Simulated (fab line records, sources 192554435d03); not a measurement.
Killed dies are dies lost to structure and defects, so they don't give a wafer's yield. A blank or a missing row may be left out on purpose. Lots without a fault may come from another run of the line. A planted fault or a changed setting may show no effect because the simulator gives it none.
fab line records | flow n5_finfet
record lots=10 wafers=30 last_day=16
route steps=1938 shown BEOL_M2@909 BEOL_M3@931 BEOL_M4@1111 PASSIVATION@1936
lots that met no fault: from a run of the same line without faults
start_h: hours from the record's first day to the start of the lot's first wafer shown | wait_h: hours since the lot's step before | " the same as in the row above | L1.1+2: a row that stands for several wafers | - no value, or no start given | * or withheld: withheld | < > ~ a bound
route shown NAME@n: a module of which the file shows steps, and the number in the route of the first | usual: mean/standard deviation of fault-free wafers | same: alike in all rows | chamber/n: place in a boat | sites: the reading at each site | _std_site: their standard deviation | _edge_site: outer sites' mean less inner sites' | radius_mm: how far each site lies from the wafer's centre | mask NAME#n: copy n | behind: the tool/chamber that last shaped the wafer | hold: why the lot was held/for how many hours/how that ended | device: the transistor (n, p or np) that didn't switch | end of line: the same wafers' tests at the end of the route | a step without rows: its recipe alone | killed: dies lost to structure and defects at the first sort, not the wafer's yield | map: a wafer's dies, x killed, . not, _ none there
set.NAME: the setting as run; set.NAME@STEP: as run at that earlier step | model.NAME: the simulator's own value behind a step, which no gauge read
steps of the route over a sample of lots; a table a step, a row a wafer
services: from which hour (start_h, from the record's first day; less than 0 if before it) a tool's chamber was out of use, for how many hours, and why
## steps
# step N5_BEOL_M2_ANNEAL_82
# recipe temp_c=400 time_s=240 ambient=vacuum
# usual heater_power_w=801/97
# columns lot.wafer tool chamber start_h wait_h heater_power_w
L915.2 pvd_sputter-01 - 156.28 0.0 1021
L915.4 " - " " 800
L915.6 " - " " 990
L916.2 pvd_sputter-02 - 158.75 0.0 584
L916.4 " - " " 813
L916.5 " - " " 800
L917.3 pvd_sputter-01 - 165.51 0.0 811
L917.4 " - " " 1001
L917.5 " - " " 835
L919.1 pvd_sputter-03 - 179.99 0.0 830
L919.2 " - " " 823
L919.5 " - " " 832
L921.1 pvd_sputter-02 - 183.86 0.0 785
L921.3 " - " " 777
L921.6 " - " " 604
L925.4 pvd_sputter-01 - 218.15 0.0 893
L925.5 " - " " 806
L925.6 " - " " 776
L926.3 pvd_sputter-02 - 219.07 0.0 762
L926.4 " - " " 594
L926.6 " - " " 593
L929.2 pvd_sputter-02 - 234.65 0.0 806
L929.3 " - " " 615
L929.5 " - " " 583
L934.2 pvd_sputter-03 - 264.16 0.0 843
L934.4 " - " " 843
L934.6 " - " " 720
L935.1 pvd_sputter-01 - 269.23 0.0 823
L935.2 " - " " 948
L935.6 " - " " 986
# step N5_BEOL_M2_SPUTTER_86
# recipe material=Cu target_thk_a=45 temp_c=-20 chamber_pressure_pa=0.07 power_w=withheld time_s=8.29
# usual chuck_sensor_temp_C=-16.0/0.43 throttle_valve_pct=29.8/1.3
# columns lot.wafer tool chamber start_h wait_h chuck_sensor_temp_C throttle_valve_pct
L915.2 pvd_sputter-01 - 156.42 0.1 -15.5 29.8
L915.4 " - " " -16.4 27.8
L915.6 " - " " -15.4 29.8
L916.2 pvd_sputter-02 - 158.89 0.1 -15.9 30.6
L916.4 " - " " -16.5 29.6
L916.5 " - " " -15.3 29.5
L917.3 pvd_sputter-01 - 165.65 0.1 -16.5 27.7
L917.4 " - " " -15.4 29.9
L917.5 " - " " -16.6 27.7
L919.1 pvd_sputter-03 - 180.13 0.1 -16.1 29.5
L919.2 " - " " -16.1 31.1
L919.5 " - " " -16.1 31.1
L921.1 pvd_sputter-02 - 184.00 0.1 -15.4 29.2
L921.3 " - " " -16.5 30.8
L921.6 " - " " -16.0 30.6
L925.4 pvd_sputter-01 - 218.29 0.1 -16.3 30.6
L925.5 " - " " -16.4 27.5
L925.6 " - " " -15.5 26.7
L926.3 pvd_sputter-02 - 219.21 0.1 -16.3 30.9
L926.4 " - " " -16.3 30.7
L926.6 " - " " -16.1 30.6
L929.2 pvd_sputter-02 - 234.79 0.1 -15.2 29.7
L929.3 " - " " -16.0 30.6
L929.5 " - " " -16.3 30.5
L934.2 pvd_sputter-03 - 264.30 0.1 -16.0 31.2
L934.4 " - " " -16.1 29.5
L934.6 " - " " -15.5 30.5
L935.1 pvd_sputter-01 - 269.37 0.1 -16.5 27.8
L935.2 " - " " -15.6 29.7
L935.6 " - " " -15.6 29.9
# step N5_BEOL_M2_ANNEAL_93
# recipe temp_c=400 time_s=240 ambient=vacuum
# usual heater_power_w=803/95
# columns lot.wafer tool chamber start_h wait_h heater_power_w
L915.2 pvd_sputter-01 - 157.16 0.0 996
L915.4 " - " " 795
L915.6 " - " " 990
L916.2 pvd_sputter-02 - 159.63 0.0 586
L916.4 " - " " 805
L916.5 " - " " 811
L917.3 pvd_sputter-01 - 166.39 0.0 821
L917.4 " - " " 971
L917.5 " - " " 814
L919.1 pvd_sputter-03 - 180.87 0.0 843
L919.2 " - " " 828
L919.5 " - " " 838
L921.1 pvd_sputter-02 - 184.74 0.0 804
L921.3 " - " " 785
L921.6 " - " " 588
L925.4 pvd_sputter-01 - 219.03 0.0 879
L925.5 " - " " 826
L925.6 " - " " 794
L926.3 pvd_sputter-02 - 219.95 0.0 773
L926.4 " - " " 599
L926.6 " - " " 593
L929.2 pvd_sputter-02 - 235.53 0.0 804
L929.3 " - " " 618
L929.5 " - " " 598
L934.2 pvd_sputter-03 - 265.04 0.0 825
L934.4 " - " " 836
L934.6 " - " " 728
L935.1 pvd_sputter-01 - 270.11 0.0 815
L935.2 " - " " 1000
L935.6 " - " " 968
# step N5_BEOL_M3_ILD_DEP_00
# recipe material=SiOC target_thk_a=790 temp_c=350 precursor=DEMS/O2 pressure_torr=5 rf_w=500 time_s=15.3
# usual chamber_pressure_Torr=4.998/0.012 heater_power_w=479/65 showerhead_plenum_p_Torr=5.693/0.015 throttle_valve_pct=11.7/0.46
# columns lot.wafer tool chamber start_h wait_h chamber_pressure_Torr heater_power_w showerhead_plenum_p_Torr throttle_valve_pct
L915.2 pecvd-03 1 158.75 0.0 5.007 423 5.692 11.9
L915.4 " 0 " " 5.007 439 5.702 11.6
L915.6 " 1 " " 5.007 450 5.698 11.9
L916.2 pecvd-03 0 161.52 0.0 5.004 460 5.697 11.6
L916.4 " 2 " " 4.996 444 5.692 11.2
L916.5 " 1 " " 4.977 483 5.679 11.9
L917.3 pecvd-03 2 167.86 0.0 4.969 376 5.681 11.7
L917.4 " 2 " " 5.014 381 5.690 11.5
L917.5 " 0 " " 5.009 457 5.688 11.8
L919.1 pecvd-03 2 182.61 0.0 5.015 390 5.685 11.3
L919.2 " 0 " " 4.988 418 5.684 11.7
L919.5 " 0 " " 4.998 430 5.698 11.6
L921.1 pecvd-01 1 186.29 0.0 4.993 451 5.697 11.3
L921.3 " 0 " " 4.992 507 5.728 12.4
L921.6 " 1 " " 4.987 462 5.687 11.4
L925.4 pecvd-03 0 220.57 0.1 5.008 438 5.694 11.6
L925.5 " 2 " " 4.995 445 5.680 11.6
L925.6 " 1 " " 4.988 480 5.690 12.2
L926.3 pecvd-03 2 221.42 0.0 4.992 412 5.687 11.6
L926.4 " 2 " " 4.994 418 5.685 11.4
L926.6 " 1 " " 4.982 478 5.703 12.1
L929.2 pecvd-04 1 237.00 0.0 5.009 655 5.695 12.1
L929.3 " 0 " " 5.001 556 5.701 12.8
L929.5 " 0 " " 5.021 549 5.723 12.3
L934.2 pecvd-01 2 266.96 0.0 5.015 558 5.667 11.0
L934.4 " 1 " " 4.978 401 5.699 11.6
L934.6 " 0 " " 4.986 476 5.716 12.1
L935.1 pecvd-01 2 271.58 0.0 5.012 535 5.673 11.2
L935.2 " 1 " " 5.014 436 5.677 11.5
L935.6 " 1 " " 5.000 434 5.687 11.1
# step N5_BEOL_M3_THK_MEAS_01
# recipe reads=SiOC_of_BEOL_M3_ILD_DEP_00
# usual M3_ILD_THK=79.3/0.88
# columns lot.wafer tool chamber start_h wait_h M3_ILD_THK[nm]
L915.2 film_metro-01 - 158.81 0.1 78.2
L915.4 " - " " 79.6
L915.6 " - " " 80.0
L916.2 film_metro-02 - 161.59 0.1 78.2
L916.4 " - " " 79.4
L916.5 " - " " 79.4
L917.3 film_metro-01 - 167.93 0.1 79.1
L917.4 " - " " 80.1
L917.5 " - " " 80.1
L919.1 film_metro-01 - 182.68 0.0 78.7
L919.2 " - " " 79.5
L919.5 " - " " 79.6
L921.1 film_metro-01 - 186.36 0.0 78.0
L921.3 " - " " 77.9
L921.6 " - " " 78.6
L925.4 film_metro-02 - 220.62 0.0 70.5
L925.5 " - " " 79.6
L925.6 " - " " 70.4
L926.3 film_metro-02 - 221.49 0.1 78.6
L926.4 " - " " 69.6
L926.6 " - " " 68.9
L929.2 film_metro-01 - 237.07 0.1 79.4
L929.3 " - " " 79.4
L929.5 " - " " 80.1
L934.2 film_metro-01 - 267.03 0.1 77.9
L934.4 " - " " 80.1
L934.6 " - " " 79.6
L935.1 film_metro-02 - 271.67 0.1 78.7
L935.2 " - " " 78.2
L935.6 " - " " 80.2
# step N5_BEOL_M4_RC_MEAS_101
# usual DIBL_N=36.3/1.2 DIBL_P=36.1/1.6 IOFF_N=0.161/0.023 IOFF_P=0.209/0.027 ION_N=676/8.9 ION_P=462/5.3 SS_N=71.5/0.51 SS_P=73.2/0.5 VT_N=249.1/2.5 VT_P=-249.9/2.8
# columns lot.wafer tool chamber start_h wait_h DIBL_N[mV/V] DIBL_P[mV/V] IOFF_N[nA/um] IOFF_P[nA/um] ION_N[uA/um] ION_P[uA/um] SS_N[mV/dec] SS_P[mV/dec] VT_N[mV] VT_P[mV]
L915.2 prober-01 0 180.05 0.2 36.8 35.5 0.161 0.221 675 463 71.3 73.0 250.1 -248.8
L915.4 " 0 " " 37.7 35.8 0.174 0.220 674 466 71.2 73.1 250.3 -249.0
L915.6 " 0 " " 36.8 34.7 0.162 0.213 664 460 71.5 73.5 248.5 -247.3
L916.2 prober-02 0 182.19 0.2 35.7 34.7 0.146 0.190 672 463 71.5 72.8 252.3 -249.1
L916.4 " 0 " " 34.9 33.4 0.125 0.172 666 457 70.9 72.9 252.6 -253.1
L916.5 " 0 " " 34.4 33.8 0.125 0.180 667 464 71.1 72.9 252.0 -251.7
L917.3 prober-02 0 185.41 0.3 35.5 34.7 0.126 0.169 658 450 70.6 72.4 250.9 -255.3
L917.4 " 0 " " 34.8 33.8 0.121 0.164 664 457 69.9 72.7 252.8 -255.6
L917.5 " 0 " " 36.0 35.1 0.137 0.182 672 459 70.4 72.3 252.8 -254.5
L919.1 prober-02 0 204.65 0.0 36.5 35.8 0.158 0.203 669 459 71.6 73.5 249.0 -249.5
L919.2 " 0 " " 37.4 37.8 0.188 0.239 675 459 71.5 73.4 248.5 -247.8
L919.5 " 0 " " 37.1 37.4 0.198 0.240 683 466 71.6 74.4 248.4 -247.9
L921.1 prober-02 0 206.31 0.0 36.9 34.3 0.153 0.203 670 467 71.5 73.2 249.4 -248.5
L921.3 " 0 " " 37.7 35.4 0.170 0.221 667 462 71.7 72.8 247.7 -248.0
L921.6 " 0 " " 36.9 34.6 0.166 0.202 674 459 71.5 72.8 250.3 -252.3
L926.3 prober-02 0 241.71 0.3 38.5 37.1 0.182 0.229 678 466 72.4 73.8 249.7 -249.3
L926.4 " 0 " " 38.4 37.0 0.186 0.229 671 459 72.5 73.3 249.1 -247.8
L926.6 " 0 " " 36.0 35.3 0.138 0.193 658 455 71.4 73.3 255.3 -251.9
L925.4 prober-02 0 246.78 0.5 36.9 36.3 0.165 0.255 678 471 71.0 72.7 247.4 -244.3
L925.5 " 0 " " 35.8 35.2 0.153 0.231 678 470 71.1 72.7 244.7 -244.4
L925.6 " 0 " " 36.5 35.7 0.152 0.236 671 467 71.5 73.2 248.8 -244.2
L929.2 prober-01 0 256.72 0.2 36.9 35.3 0.150 0.187 673 460 70.5 72.4 250.0 -250.0
L929.3 " 0 " " 38.1 37.1 0.188 0.223 676 454 71.6 73.1 248.3 -248.1
L929.5 " 0 " " 38.1 36.7 0.179 0.210 674 464 71.6 73.3 246.3 -252.6
L934.2 prober-02 0 284.75 0.2 34.3 35.7 0.117 0.192 663 461 71.9 72.9 254.1 -252.3
L934.4 " 0 " " 35.8 36.9 0.135 0.214 666 463 71.0 73.7 254.6 -249.9
L934.6 " 0 " " 36.0 37.6 0.138 0.222 673 467 71.6 73.1 254.9 -250.0
L935.1 prober-01 0 294.29 0.0 35.6 36.5 0.161 0.215 666 461 71.9 73.0 249.0 -250.2
L935.2 " 0 " " 36.1 37.8 0.182 0.238 681 461 71.8 73.9 246.7 -247.1
L935.6 " 0 " " 36.0 37.2 0.166 0.222 677 462 72.7 73.7 248.1 -251.9
# step N5_PASSIVATION_PROBE_49
# usual defect_limited_yield=91.3/1.5 killed_at_M0_to_M3=35/10 killed_at_M4_up=13/5.3 killed_at_contacts=12/5.7 killed_at_front_end=39/11 killed_at_other=3.3/2.7 killed_dies=102/18 killed_on_rim=13/4 killed_open=67/13 killed_short=34/7.8 sort_bin_5_function=5.1/1 sort_bin_6_memory=3.3/0.68 sort_bin_8_speed=0/0 sort_n_pass=1078/18
# same gross_dies=1180 killed_at_back_side=0 sort_bin_4_leakage[%]=0
# columns lot.wafer tool chamber start_h wait_h defect_limited_yield[%] killed_at_M0_to_M3 killed_at_M4_up killed_at_contacts killed_at_front_end killed_at_other killed_dies killed_on_rim killed_open killed_short sort_bin_5_function[%] sort_bin_6_memory[%] sort_bin_8_speed[%] sort_n_pass
L917.3 prober-02 - 277.27 0.1 92.6 28 14 14 26 5 87 14 66 19 4.7 2.5 0 1093
L917.4 prober-02 - 277.32 0.2 93.2 26 9 12 30 3 80 12 52 28 4.2 2.4 0 1100
L917.5 prober-02 - 277.37 0.2 94.7 15 8 6 31 2 62 9 39 23 3.1 2.0 0 1118
L916.2 prober-02 - 278.40 0.1 87.7 43 23 28 43 8 145 11 106 38 7.6 4.2 0 1035
L916.4 prober-02 - 278.50 0.2 90.1 35 16 20 44 2 117 13 88 29 6.1 3.6 0 1063
L916.5 prober-02 - 278.55 0.2 90.8 48 23 5 29 4 109 15 58 51 5.6 3.2 0 1071
L915.2 prober-01 - 279.59 0.5 89.1 39 15 22 51 2 129 17 87 40 6.5 4.3 0 1051
L915.4 prober-01 - 279.69 0.6 89.9 41 8 22 44 4 119 15 78 40 5.7 4.4 0 1061
L915.6 prober-01 - 279.79 0.7 90.2 28 19 9 55 5 116 11 82 32 5.8 3.3 0 1064
L921.1 prober-01 - 306.99 0.0 92.9 34 4 6 37 3 84 9 54 29 4.2 2.8 0 1096
L921.3 prober-01 - 307.09 0.1 91.8 40 9 15 32 1 97 8 69 27 4.9 3.1 0 1083
L921.6 prober-01 - 307.24 0.3 92.5 35 5 4 40 4 88 13 56 32 3.7 3.6 0 1092
L919.1 prober-02 - 308.06 0.0 94.5 32 7 3 20 3 65 14 37 25 2.6 2.6 0 1115
L919.2 prober-02 - 308.11 0.1 92.2 24 17 4 45 2 92 9 49 42 4.7 2.6 0 1088
L919.5 prober-02 - 308.26 0.2 90.5 35 12 14 45 6 112 15 63 45 5.2 4.1 0 1068
L926.3 prober-02 - 341.74 0.8 88.4 37 31 11 55 3 137 20 85 49 7.3 4.0 0 1043
L926.4 prober-02 - 341.79 0.8 89.7 43 17 16 44 2 122 20 81 40 5.9 3.8 0 1058
L926.6 prober-02 - 341.89 0.9 90.4 43 18 7 43 2 113 15 78 32 5.8 3.1 0.25 1067
L925.4 prober-02 - 352.42 0.2 92.7 38 10 9 23 6 86 14 54 31 4.2 2.6 0.08 1094
L925.5 prober-02 - 352.47 0.2 92.9 27 12 15 25 5 84 9 58 25 3.5 3.5 0 1096
L925.6 prober-02 - 352.52 0.3 94.1 18 9 6 35 2 70 3 44 26 3.2 2.6 0 1110
L929.2 prober-02 - 358.53 0.1 91.1 51 14 8 32 0 105 14 61 41 5.3 3.3 0 1075
L929.3 prober-02 - 358.58 0.1 91.9 56 5 5 29 0 95 11 67 26 4.4 3.4 0 1085
L929.5 prober-02 - 358.68 0.2 93.1 32 7 10 27 6 82 12 51 29 4.2 2.7 0 1098
L934.2 prober-01 - 389.17 0.1 92.2 22 18 10 35 7 92 17 57 33 4.8 2.5 0 1088
L934.4 prober-01 - 389.27 0.2 89.7 34 19 13 51 5 122 17 83 36 6.4 3.4 0 1058
L934.6 prober-01 - 389.37 0.3 90.9 26 16 7 52 6 107 9 67 38 5.0 3.6 0 1073
L935.1 prober-01 - 391.29 0.0 92.9 26 20 1 37 0 84 16 56 27 4.2 2.7 0 1096
L935.2 prober-01 - 391.34 0.1 94.4 20 10 10 25 1 66 9 43 22 3.1 2.5 0 1114
L935.6 prober-01 - 391.54 0.3 92.3 36 13 8 34 0 91 14 63 25 4.2 3.2 0 1089
# killed by level:class
L917.3 MOL_CONTACT_COAG:geometric_particle:open=11 BEOL_M0_SAQP:geometric_particle:open=9 STI_FIN_REVEAL:geometric_particle:open=6 BEOL_M2:geometric_particle:open=6 BEOL_M0:geometric_particle:open=4 BEOL_M3:geometric_particle:open=4 BEOL_M5:geometric_particle:short=4 FIN_SAQP:geometric_particle:open=3
L917.4 MOL_CONTACT_COAG:geometric_particle:open=11 FIN_SAQP:geometric_particle:short=8 BEOL_M2:geometric_particle:open=8 FIN_SAQP:geometric_particle:open=7 BEOL_M0_SAQP:geometric_particle:short=6 BEOL_M0_SAQP:geometric_particle:open=5 STI_FIN_REVEAL:geometric_particle:open=4 BEOL_M2:geometric_particle:short=3
L917.5 FIN_SAQP:geometric_particle:open=9 BEOL_M4:geometric_particle:open=7 FIN_SAQP:geometric_particle:short=4 STARTING-WAFER:geometric_particle:open=4 BEOL_M3:geometric_particle:open=4 STI_FIN_REVEAL:geometric_particle:open=3 GATE_CUT:geometric_particle:short=3 MOL_CONTACT_COAG:geometric_particle:open=3
L916.2 MOL_CONTACT_COAG:geometric_particle:open=22 STI_FIN_REVEAL:geometric_particle:open=14 BEOL_M4:geometric_particle:open=14 BEOL_M0_SAQP:geometric_particle:short=11 BEOL_M0:geometric_particle:open=11 BEOL_M2:geometric_particle:open=9 FIN_SAQP:geometric_particle:open=6 MOL_CONTACT_COAG:geometric_particle:short=6
L916.4 MOL_CONTACT_COAG:geometric_particle:open=16 FIN_SAQP:geometric_particle:open=13 BEOL_M0_SAQP:geometric_particle:open=11 BEOL_M4:geometric_particle:open=10 STI_FIN_REVEAL:geometric_particle:open=7 FIN_SAQP:geometric_particle:short=6 BEOL_M0_SAQP:geometric_particle:short=6 BEOL_M2:geometric_particle:open=6
L916.5 BEOL_M0_SAQP:geometric_particle:short=11 BEOL_M4:geometric_particle:open=11 BEOL_M0_SAQP:geometric_particle:open=10 BEOL_M2:geometric_particle:open=10 BEOL_M4:geometric_particle:short=8 FIN_SAQP:geometric_particle:short=7 FIN_SAQP:geometric_particle:open=4 GATE_CUT:geometric_particle:short=4
L915.2 FIN_SAQP:geometric_particle:short=19 MOL_CONTACT_COAG:geometric_particle:open=19 STI_FIN_REVEAL:geometric_particle:open=14 BEOL_M0_SAQP:geometric_particle:open=11 BEOL_M1:geometric_particle:open=10 BEOL_M4:geometric_particle:open=7 BEOL_M0_SAQP:geometric_particle:short=5 BEOL_M3:geometric_particle:open=5
L915.4 MOL_CONTACT_COAG:geometric_particle:open=20 BEOL_M0_SAQP:geometric_particle:short=14 BEOL_M0_SAQP:geometric_particle:open=14 STI_FIN_REVEAL:geometric_particle:open=13 DUMMY_GATE:geometric_particle:open=6 STI_FIN_REVEAL:geometric_particle:short=5 GATE_CUT:geometric_particle:open=4 BEOL_M1:geometric_particle:open=4
L915.6 STI_FIN_REVEAL:geometric_particle:open=18 FIN_SAQP:geometric_particle:open=8 BEOL_M4:geometric_particle:open=8 MOL_CONTACT_COAG:geometric_particle:open=7 BEOL_M3:geometric_particle:open=7 FIN_SAQP:geometric_particle:short=6 DUMMY_GATE:geometric_particle:open=6 GATE_CUT:geometric_particle:short=5
L921.1 BEOL_M2:geometric_particle:open=14 DUMMY_GATE:geometric_particle:open=7 FIN_SAQP:geometric_particle:open=6 FIN_SAQP:geometric_particle:short=5 MOL_CONTACT_COAG:geometric_particle:open=5 BEOL_M0_SAQP:geometric_particle:open=5 BEOL_M1:geometric_particle:open=5 SPACER0:geometric_particle:open=4
L921.3 MOL_CONTACT_COAG:geometric_particle:open=13 BEOL_M0_SAQP:geometric_particle:short=12 BEOL_M0_SAQP:geometric_particle:open=10 BEOL_M2:geometric_particle:open=9 FIN_SAQP:geometric_particle:open=7 BEOL_M1:geometric_particle:open=5 BEOL_M4:geometric_particle:open=5 STI_FIN_REVEAL:geometric_particle:open=4
L921.6 STI_FIN_REVEAL:geometric_particle:open=11 BEOL_M2:geometric_particle:open=11 FIN_SAQP:geometric_particle:open=9 BEOL_M0_SAQP:geometric_particle:short=9 BEOL_M0_SAQP:geometric_particle:open=7 DUMMY_GATE:geometric_particle:open=5 STARTING-WAFER:geometric_particle:short=4 STI_FIN_REVEAL:geometric_particle:short=3
L919.1 BEOL_M2:geometric_particle:open=7 BEOL_M0_SAQP:geometric_particle:short=6 FIN_SAQP:geometric_particle:short=5 DUMMY_GATE:geometric_particle:open=4 BEOL_M0_SAQP:geometric_particle:open=4 BEOL_M1:geometric_particle:open=4 BEOL_M2:geometric_particle:short=4 MOL_CONTACT_COAG:geometric_particle:open=3
L919.2 FIN_SAQP:geometric_particle:short=14 FIN_SAQP:geometric_particle:open=11 BEOL_M0_SAQP:geometric_particle:short=8 BEOL_M4:geometric_particle:open=7 GATE_CUT:geometric_particle:short=4 BEOL_M0_SAQP:geometric_particle:open=4 BEOL_M2:geometric_particle:open=4 ILD0:geometric_particle:short=3
L919.5 FIN_SAQP:geometric_particle:open=12 BEOL_M0_SAQP:geometric_particle:open=11 MOL_CONTACT_COAG:geometric_particle:open=10 FIN_SAQP:geometric_particle:short=8 BEOL_M0_SAQP:geometric_particle:short=7 BEOL_M3:geometric_particle:open=7 GATE_CUT:geometric_particle:short=6 GATE_CUT:geometric_particle:open=4
L926.3 STI_FIN_REVEAL:geometric_particle:open=17 BEOL_M4:geometric_particle:open=14 BEOL_M0_SAQP:geometric_particle:short=13 BEOL_M0_SAQP:geometric_particle:open=10 MOL_CONTACT_COAG:geometric_particle:open=7 BEOL_M4:geometric_particle:short=7 STI_FIN_REVEAL:geometric_particle:short=6 FIN_SAQP:geometric_particle:open=5
L926.4 MOL_CONTACT_COAG:geometric_particle:open=13 FIN_SAQP:geometric_particle:open=11 FIN_SAQP:geometric_particle:short=10 BEOL_M3:geometric_particle:open=10 BEOL_M4:geometric_particle:open=10 STI_FIN_REVEAL:geometric_particle:open=8 BEOL_M0_SAQP:geometric_particle:open=6 BEOL_M0:geometric_particle:open=5
L926.6 STI_FIN_REVEAL:geometric_particle:open=12 BEOL_M1:geometric_particle:open=10 BEOL_M4:geometric_particle:open=10 BEOL_M3:geometric_particle:open=8 FIN_SAQP:geometric_particle:short=6 FIN_SAQP:geometric_particle:open=6 BEOL_M0_SAQP:geometric_particle:short=6 BEOL_M0_SAQP:geometric_particle:open=6
L925.4 BEOL_M0_SAQP:geometric_particle:short=10 BEOL_M2:geometric_particle:open=10 BEOL_M0_SAQP:geometric_particle:open=6 MOL_CONTACT_COAG:geometric_particle:open=5 FIN_SAQP:geometric_particle:open=4 STI_FIN_REVEAL:geometric_particle:open=4 GATE_CUT:geometric_particle:short=4 MOL_CONTACT_COAG:geometric_particle:short=4
L925.5 MOL_CONTACT_COAG:geometric_particle:open=11 BEOL_M2:geometric_particle:open=9 BEOL_M0_SAQP:geometric_particle:open=7 STI_FIN_REVEAL:geometric_particle:open=5 DUMMY_GATE:geometric_particle:open=5 BEOL_M4:geometric_particle:open=5 GATE_CUT:geometric_particle:short=5 BEOL_M0_SAQP:geometric_particle:short=5
L925.6 FIN_SAQP:geometric_particle:open=9 FIN_SAQP:geometric_particle:short=6 STARTING-WAFER:geometric_particle:short=5 BEOL_M1:geometric_particle:open=5 MOL_CONTACT_COAG:geometric_particle:open=4 BEOL_M4:geometric_particle:open=4 GATE_CUT:geometric_particle:short=3 GATE_CUT:geometric_particle:open=3
L929.2 BEOL_M2:geometric_particle:open=11 BEOL_M3:geometric_particle:open=9 FIN_SAQP:geometric_particle:short=8 BEOL_M0_SAQP:geometric_particle:short=8 FIN_SAQP:geometric_particle:open=7 BEOL_M3:geometric_particle:short=7 BEOL_M0_SAQP:geometric_particle:open=6 BEOL_M4:geometric_particle:open=6
L929.3 BEOL_M0_SAQP:geometric_particle:open=16 BEOL_M3:geometric_particle:open=10 BEOL_M1:geometric_particle:open=8 BEOL_M2:geometric_particle:open=8 FIN_SAQP:geometric_particle:short=7 BEOL_M0_SAQP:geometric_particle:short=7 FIN_SAQP:geometric_particle:open=5 DUMMY_GATE:geometric_particle:open=5
L929.5 MOL_CONTACT_COAG:geometric_particle:open=7 BEOL_M0_SAQP:geometric_particle:open=7 BEOL_M3:geometric_particle:open=7 BEOL_M4:geometric_particle:open=6 STARTING-WAFER:geometric_particle:short=6 BEOL_M0_SAQP:geometric_particle:short=5 STI_FIN_REVEAL:geometric_particle:open=4 DUMMY_GATE:geometric_particle:open=4
L934.2 FIN_SAQP:geometric_particle:open=8 MOL_CONTACT_COAG:geometric_particle:open=8 FIN_SAQP:geometric_particle:short=6 GATE_CUT:geometric_particle:short=6 BEOL_M0_SAQP:geometric_particle:open=6 BEOL_M1:geometric_particle:open=6 BEOL_M4:geometric_particle:open=5 BEOL_M5:geometric_particle:open=5
L934.4 FIN_SAQP:geometric_particle:open=14 BEOL_M1:geometric_particle:open=14 STI_FIN_REVEAL:geometric_particle:open=10 MOL_CONTACT_COAG:geometric_particle:open=10 BEOL_M0_SAQP:geometric_particle:short=7 BEOL_M4:geometric_particle:open=6 FIN_SAQP:geometric_particle:short=5 DUMMY_GATE:geometric_particle:open=5
L934.6 FIN_SAQP:geometric_particle:open=14 FIN_SAQP:geometric_particle:short=8 BEOL_M1:geometric_particle:open=8 STI_FIN_REVEAL:geometric_particle:open=7 BEOL_M4:geometric_particle:open=7 DUMMY_GATE:geometric_particle:open=6 BEOL_M0_SAQP:geometric_particle:short=6 MOL_CONTACT_COAG:geometric_particle:open=4
L935.1 STI_FIN_REVEAL:geometric_particle:open=13 BEOL_M4:geometric_particle:open=10 BEOL_M1:geometric_particle:open=9 BEOL_M5:geometric_particle:open=5 STI_FIN_REVEAL:geometric_particle:short=4 STARTING-WAFER:geometric_particle:short=4 BEOL_M3:geometric_particle:open=4 ILD0:geometric_particle:short=3
L935.2 MOL_CONTACT_COAG:geometric_particle:open=8 STI_FIN_REVEAL:geometric_particle:open=7 BEOL_M3:geometric_particle:open=5 FIN_SAQP:geometric_particle:short=4 BEOL_M0_SAQP:geometric_particle:open=3 BEOL_M2:geometric_particle:open=3 STARTING-WAFER:geometric_particle:short=3 DUMMY_GATE:geometric_particle:open=2
L935.6 BEOL_M3:geometric_particle:open=9 FIN_SAQP:geometric_particle:open=8 STI_FIN_REVEAL:geometric_particle:open=7 BEOL_M1:geometric_particle:open=7 MOL_CONTACT_COAG:geometric_particle:open=6 FIN_SAQP:geometric_particle:short=5 BEOL_M0_SAQP:geometric_particle:short=5 BEOL_M0:geometric_particle:open=4
## services
# columns tool chamber start_h hours kind
pecvd-04 0 172.81 5.5 scheduled_down
pecvd-04 0 184.52 2.1 scheduled_down
pecvd-03 2 190.05 6.5 repair
pecvd-01 - 195.64 14.6 pm
pecvd-04 2 202.39 - clean
pecvd-04 2 202.39 - consumable_replace:showerhead
pecvd-04 2 202.39 29.0 scheduled_down
pecvd-04 2 202.39 29.0 vent_cycle
pecvd-01 2 213.94 2.1 scheduled_down
pecvd-03 0 231.60 8.4 repair
pecvd-01 0 267.79 6.9 repair
## key
first_sign step=N5_BEOL_M3_THK_MEAS_01 reading=M3_ILD_THK direction=down sigmas=11 usual=79.3 struck=69.9
effect none on later readings
met_at N5_BEOL_M3_ILD_DEP_00
struck_lots L925,L926
struck_wafers L925.4,L925.6,L926.4,L926.6
not_acting_at N5_BEOL_M2_ANNEAL_82,N5_BEOL_M2_SPUTTER_86,N5_BEOL_M2_ANNEAL_93
onset_between 182.61 220.57
fault kind=process_parameter_drift tool=pecvd-03 chamber=- onset_h=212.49 steps=N5_BEOL_M3_ILD_DEP_00 channel=time_s offset=* shape=step end_h=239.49 scope=struck_wafers_only acts_in=* stated=*
